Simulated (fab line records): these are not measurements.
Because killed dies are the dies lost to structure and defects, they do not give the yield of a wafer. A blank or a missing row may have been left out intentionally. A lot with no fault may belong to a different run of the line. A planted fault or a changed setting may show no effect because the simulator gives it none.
One fault through the eyes of 2 desks / flow n5Finfet / every desk sees just its own numbers, and what lay behind them comes last

## AT THE TOOL OWNER'S DESK: rieDiel-04
The tool's own readings at N5_BEOL_M8_ETCH_65 (etches SiARC in CF4, target depth 15.6 nm, time 26 s): means of the sampled wafers that have a number, for each lot that ran on this tool. A lot is out of limits, marked OUT, if its mean lies more than 4 standard deviations from the usual mean; the brackets give that distance.
Columns: A = cf4FlowSccm at N5_BEOL_M8_ETCH_65, usual 99.99 sccm; B = drypumpMotorCurrentA at N5_BEOL_M8_ETCH_65, usual 5.8 A; C = etchRfOnTimeS at N5_BEOL_M8_ETCH_65, usual 25.8 s; D = oesProductAu at N5_BEOL_M8_ETCH_65, usual 0.71 a.u.; E = rfVppV at N5_BEOL_M8_ETCH_65, usual 184.3 V; F = showerheadPlenumPTorr at N5_BEOL_M8_ETCH_65, usual 2.16 Torr; G = throttleValvePct at N5_BEOL_M8_ETCH_65, usual 15.47 %
lot=L936; first seen here=day 11 01:02; A=99.94; B=5.6; C=25.9; D=0.66; E=185.7; F=2.24; G=15.51
lot=L940; first seen here=day 11 17:00; A=100.14; B=5.8; C=25.8; D=0.72; E=184.0; F=2.13; G=15.46
lot=L944; first seen here=day 12 05:47; A=70.02 (-99 or more) OUT; B=5.8; C=27.0; D=0.72; E=184.5; F=1.93; G=14.14 (-8.9) OUT
lot=L943; first seen here=day 12 14:22; A=70.26 (-99 or more) OUT; B=5.6; C=26.9; D=0.66; E=184.8; F=1.96; G=14.23 (-8.2) OUT
This desk's finding: out of limits on L943, L944; first on L944, day 12 05:47 (cf4FlowSccm at N5_BEOL_M8_ETCH_65). In limits: L936, L940.

## FROM THE METROLOGY DESK
What the gauges read, lot by lot, whatever tool the lot ran on: means of the sampled wafers that have a number. A lot is out of limits, marked OUT, if its mean lies more than 4 standard deviations from the usual mean; the brackets give that distance.
Columns: A = M8_ILD_THK at N5_BEOL_M8_THK_MEAS_01, usual 154.8 nm
lot=L932; first seen here=day 9 15:20; A=154.5
lot=L936; first seen here=day 10 18:35; A=154.9
lot=L940; first seen here=day 11 13:00; A=157.0
lot=L941; first seen here=day 11 17:59; A=155.9
lot=L944; first seen here=day 12 02:00; A=151.0
lot=L943; first seen here=day 12 09:01; A=156.3
lot=L951; first seen here=day 14 06:16; A=158.3
lot=L953; first seen here=day 14 16:14; A=155.5
lot=L954; first seen here=day 15 00:55; A=156.3
lot=L955; first seen here=day 15 12:36; A=154.0
This desk found nothing out of limits on any of the 10 lots.

## ALL TOGETHER
The tool owner's desk had the chance to raise an alarm at day 12 05:47 on L943, L944.
At the metrology desk, nothing out of limits was observed.
The metrology desk has L943, L944 on record, within its limits.
All the named lots went through N5_BEOL_M8_ETCH_65 on rieDiel-04.

## WHAT THE SIMULATOR PUT IN
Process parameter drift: rieDiel-04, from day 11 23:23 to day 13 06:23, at N5_BEOL_M8_ETCH_65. From 100, the setting cf4FlowSccm moved by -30. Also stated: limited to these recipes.
Lots struck among those shown: L943, L944.
How many hours passed from the start of the fault until each desk's first out-of-limits reading: the tool owner's desk, 6.
